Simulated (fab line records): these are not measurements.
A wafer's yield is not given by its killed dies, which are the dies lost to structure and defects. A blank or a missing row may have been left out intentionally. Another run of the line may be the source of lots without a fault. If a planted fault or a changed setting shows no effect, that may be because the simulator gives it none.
The same fault as seen by 2 desks	flow n5 finfet	each desk holds nothing but its own numbers, with what lay behind them at the end

== FROM THE METROLOGY DESK ==
Lot by lot, what the gauges showed, no matter which tool ran the lot: averages of those sampled wafers that carry a number. Any lot whose mean is over 4 standard deviations away from the usual mean is out of limits and marked OUT; that distance is given in the brackets.
Columns: A = HK_THK at N5_HKMG_FIN_THK_MEAS_70, usual 1.612 nm
lot	first seen here	A
L154	day 4 11:10	1.611
L162	day 6 09:08	1.598
L164	day 6 22:11	1.605
L172	day 8 20:31	1.595
L175	day 9 13:22	1.585
L176	day 9 22:01	1.596
This desk's finding: nothing out of limits on any of the 6 lots.

== FOR THE TOOL OWNER'S DESK: ald metal-03 ==
The tool's own readings at N5_HKMG_FIN_PWFM_ALD_03 (deposits TiN, target thk 2 nm, pulse time 1 s, purge time 3 s): means of the sampled wafers that have a number, for each lot that ran on this tool. Any lot whose mean is over 4 standard deviations away from the usual mean is out of limits and marked OUT; that distance is given in the brackets.
Columns: A = heater power w at N5_HKMG_FIN_PWFM_ALD_03, usual 879 W; B = precursor pulse height rel at N5_HKMG_FIN_PWFM_ALD_03, usual 1.001
lot	first seen here	A	B
L162	day 6 09:10	927	1.013
L164	day 6 22:13	851	0.998
L175	day 9 13:24	919	1.003
This desk's finding: nothing out of limits on any of the 3 lots.

== BROUGHT TOGETHER ==
At the metrology desk, nothing out of limits was observed.
The desk of the tool owner found nothing out of limits.

== WHAT HAD BEEN PUT IN BY THE SIMULATOR ==
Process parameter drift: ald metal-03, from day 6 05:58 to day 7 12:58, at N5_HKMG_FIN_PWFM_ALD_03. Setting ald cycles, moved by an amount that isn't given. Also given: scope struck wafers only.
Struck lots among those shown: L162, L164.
